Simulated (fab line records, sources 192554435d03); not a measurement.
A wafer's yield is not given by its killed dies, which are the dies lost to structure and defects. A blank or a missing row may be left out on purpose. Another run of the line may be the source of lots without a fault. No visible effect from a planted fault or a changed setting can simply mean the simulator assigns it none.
Split-lot trial :: flow n5-finfet :: 7 lots, 39 wafers read, on a route of 1938 steps

## THE SPLIT
At N5_HKMG_FIN_EXPOSE_46 (exposes mask NDIPOLE), the setting dose-mj was moved away from the recipe's 40 on 9 of the 39 wafers read, by -5.4% to -2.9%. The other wafers ran this setting at the recipe's value.

## FROM THE SPLIT TO THE READING: what the file shows between them, 2 steps
- N5_HKMG_FIN_PEB_47: peb time 60 s
- N5_HKMG_FIN_DEVELOP_48: develop time 30 s

## THE READING
cd-nm at N5_HKMG_FIN_CD_MEAS_49, given in nm (cd target 202 nm). Fault-free wafers of this fab line usually give 202.0 nm, standard deviation 0.55 nm.

wafer: L074.1
tool, chamber at the split: arfi-scanner-03, 0
dose-mj as run: 40
against the recipe: recipe
cd-nm, nm: 201.5
against lot-mates on the recipe: -

wafer: L074.2
tool, chamber at the split: arfi-scanner-03, 0
dose-mj as run: 40
against the recipe: recipe
cd-nm, nm: 201.9
against lot-mates on the recipe: -

wafer: L074.3
tool, chamber at the split: arfi-scanner-03, 0
dose-mj as run: 40
against the recipe: recipe
cd-nm, nm: 201.5
against lot-mates on the recipe: -

wafer: L074.4
tool, chamber at the split: arfi-scanner-03, 0
dose-mj as run: 40
against the recipe: recipe
cd-nm, nm: 202.7
against lot-mates on the recipe: -

wafer: L074.5
tool, chamber at the split: arfi-scanner-03, 0
dose-mj as run: 40
against the recipe: recipe
cd-nm, nm: 202.6
against lot-mates on the recipe: -

wafer: L074.6
tool, chamber at the split: arfi-scanner-03, 0
dose-mj as run: 40
against the recipe: recipe
cd-nm, nm: 202.3
against lot-mates on the recipe: -

wafer: L078.1
tool, chamber at the split: arfi-scanner-03, 0
dose-mj as run: 38.84
against the recipe: -2.9%
cd-nm, nm: 200.3
against lot-mates on the recipe: -1.7

wafer: L078.2
tool, chamber at the split: arfi-scanner-03, 0
dose-mj as run: 38.84
against the recipe: -2.9%
cd-nm, nm: 200.4
against lot-mates on the recipe: -1.6

wafer: L078.3
tool, chamber at the split: arfi-scanner-03, 0
dose-mj as run: 38.84
against the recipe: -2.9%
cd-nm, nm: 200.4
against lot-mates on the recipe: -1.6

wafer: L078.4
tool, chamber at the split: arfi-scanner-03, 0
dose-mj as run: 40
against the recipe: recipe
cd-nm, nm: 202.4
against lot-mates on the recipe: -

wafer: L078.5
tool, chamber at the split: arfi-scanner-03, 0
dose-mj as run: 40
against the recipe: recipe
cd-nm, nm: 201.6
against lot-mates on the recipe: -

wafer: L078.6
tool, chamber at the split: arfi-scanner-03, 0
dose-mj as run: 40
against the recipe: recipe
cd-nm, nm: 202.0
against lot-mates on the recipe: -

wafer: L081.1
tool, chamber at the split: arfi-scanner-02, 0
dose-mj as run: 38.51
against the recipe: -3.7%
cd-nm, nm: 200.6
against lot-mates on the recipe: -1.9

wafer: L081.2
tool, chamber at the split: arfi-scanner-02, 0
dose-mj as run: 38.51
against the recipe: -3.7%
cd-nm, nm: 200.1
against lot-mates on the recipe: -2.4

wafer: L081.3
tool, chamber at the split: arfi-scanner-02, 0
dose-mj as run: 40
against the recipe: recipe
cd-nm, nm: 202.5
against lot-mates on the recipe: -

wafer: L081.4
tool, chamber at the split: arfi-scanner-02, 0
dose-mj as run: 38.51
against the recipe: -3.7%
cd-nm, nm: 200.2
against lot-mates on the recipe: -2.3

wafer: L081.5
tool, chamber at the split: arfi-scanner-02, 0
dose-mj as run: 40
against the recipe: recipe
cd-nm, nm: 202.8
against lot-mates on the recipe: -

wafer: L081.6
tool, chamber at the split: arfi-scanner-02, 0
dose-mj as run: 40
against the recipe: recipe
cd-nm, nm: 202.1
against lot-mates on the recipe: -

wafer: L085.1
tool, chamber at the split: arfi-scanner-02, 0
dose-mj as run: 37.84
against the recipe: -5.4%
cd-nm, nm: 198.1
against lot-mates on the recipe: -3.0

wafer: L085.2
tool, chamber at the split: arfi-scanner-02, 0
dose-mj as run: 37.84
against the recipe: -5.4%
cd-nm, nm: 198.4
against lot-mates on the recipe: -2.7

wafer: L085.3
tool, chamber at the split: arfi-scanner-02, 0
dose-mj as run: 40
against the recipe: recipe
cd-nm, nm: 201.3
against lot-mates on the recipe: -

wafer: L085.4
tool, chamber at the split: arfi-scanner-02, 0
dose-mj as run: 40
against the recipe: recipe
cd-nm, nm: 201.3
against lot-mates on the recipe: -

wafer: L085.5
tool, chamber at the split: arfi-scanner-02, 0
dose-mj as run: 37.84
against the recipe: -5.4%
cd-nm, nm: 197.3
against lot-mates on the recipe: -3.8

wafer: L085.6
tool, chamber at the split: arfi-scanner-02, 0
dose-mj as run: 40
against the recipe: recipe
cd-nm, nm: 200.8
against lot-mates on the recipe: -

wafer: L089.1
tool, chamber at the split: arfi-scanner-01, 0
dose-mj as run: 40
against the recipe: recipe
cd-nm, nm: 202.7
against lot-mates on the recipe: -

wafer: L089.2
tool, chamber at the split: arfi-scanner-01, 0
dose-mj as run: 40
against the recipe: recipe
cd-nm, nm: 202.2
against lot-mates on the recipe: -

wafer: L089.3
tool, chamber at the split: arfi-scanner-01, 0
dose-mj as run: 40
against the recipe: recipe
cd-nm, nm: 201.9
against lot-mates on the recipe: -

wafer: L089.4
tool, chamber at the split: arfi-scanner-01, 0
dose-mj as run: 40
against the recipe: recipe
cd-nm, nm: 202.3
against lot-mates on the recipe: -

wafer: L089.5
tool, chamber at the split: arfi-scanner-01, 0
dose-mj as run: 40
against the recipe: recipe
cd-nm, nm: 202.5
against lot-mates on the recipe: -

wafer: L089.6
tool, chamber at the split: arfi-scanner-01, 0
dose-mj as run: 40
against the recipe: recipe
cd-nm, nm: 202.5
against lot-mates on the recipe: -

wafer: L094.2
tool, chamber at the split: arfi-scanner-03, 0
dose-mj as run: 40
against the recipe: recipe
cd-nm, nm: 202.0
against lot-mates on the recipe: -

wafer: L094.3
tool, chamber at the split: arfi-scanner-03, 0
dose-mj as run: 40
against the recipe: recipe
cd-nm, nm: 202.2
against lot-mates on the recipe: -

wafer: L094.4
tool, chamber at the split: arfi-scanner-03, 0
dose-mj as run: 40
against the recipe: recipe
cd-nm, nm: 202.2
against lot-mates on the recipe: -

wafer: L095.1
tool, chamber at the split: arfi-scanner-03, 0
dose-mj as run: 40
against the recipe: recipe
cd-nm, nm: 203.1
against lot-mates on the recipe: -

wafer: L095.2
tool, chamber at the split: arfi-scanner-03, 0
dose-mj as run: 40
against the recipe: recipe
cd-nm, nm: 202.8
against lot-mates on the recipe: -

wafer: L095.3
tool, chamber at the split: arfi-scanner-03, 0
dose-mj as run: 40
against the recipe: recipe
cd-nm, nm: 202.1
against lot-mates on the recipe: -

wafer: L095.4
tool, chamber at the split: arfi-scanner-03, 0
dose-mj as run: 40
against the recipe: recipe
cd-nm, nm: 202.1
against lot-mates on the recipe: -

wafer: L095.5
tool, chamber at the split: arfi-scanner-03, 0
dose-mj as run: 40
against the recipe: recipe
cd-nm, nm: 202.0
against lot-mates on the recipe: -

wafer: L095.6
tool, chamber at the split: arfi-scanner-03, 0
dose-mj as run: 40
against the recipe: recipe
cd-nm, nm: 202.1
against lot-mates on the recipe: -

THE FIT
A straight line over all 39 wafers: cd-nm changes by +0.68 nm for each +1% of dose-mj; r = +0.92; the points scatter about the line by 0.54 nm.
The same after taking each lot's own level away (the mean of its wafers on the recipe; 39 wafers): +0.586 nm for each +1%; r = +0.95; scatter 0.35 nm.
According to that fit, moving dose-mj by its largest amount changes the reading by 3.2 nm.
From 201.13 to 202.47 nm: that is the span of the lots' own levels, equal to 2.4 times the standard deviation above.
In other words, the slope is changed by the lot-to-lot level; the two fits disagree.
Check: -3.19 nm against its lot-mates is what the line predicts for one of the wafers moved furthest among these (-5.4%) when that wafer is left out of the fit. Against them it came out at -3.03 nm.

## FURTHER SPLITS ON THESE WAFERS
Note: prior to the reading, these wafers also went through further splits. Each is held against what the fit with the lots' levels taken away leaves over:
other split on the same wafers: N5_WELL_APT_EXPOSE_05 dose-mj
wafers away from the commonest value: 12
r with cd-nm (lot level and that fit taken away): +0.09

other split on the same wafers: N5_DUMMY_GATE_HM_DEP_06 target-thk-a
wafers away from the commonest value: 30
r with cd-nm (lot level and that fit taken away): +0.03

## THE WHOLE CHAIN: every reading that the file lists as answering this split, in the file's order
step: N5_HKMG_FIN_CD_MEAS_49
what it does: target cd 202 nm
reading: cd-nm
change (the file's fit): +0.588 nm for each +1% of the setting
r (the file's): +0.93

step: N5_HKMG_FIN_ETCH_54
what it does: etches SiARC in CF4, target depth 45.5 nm, time 75.8 s
reading: HKMG_FIN.cd-offset-nm (the simulator's own value, which no gauge read)
change (the file's fit): +0.62 nm for each +1% of the setting
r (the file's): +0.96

## THE FILE'S OWN FIT
cd-nm changes by +0.588 nm for each +1% of dose-mj, r = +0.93.
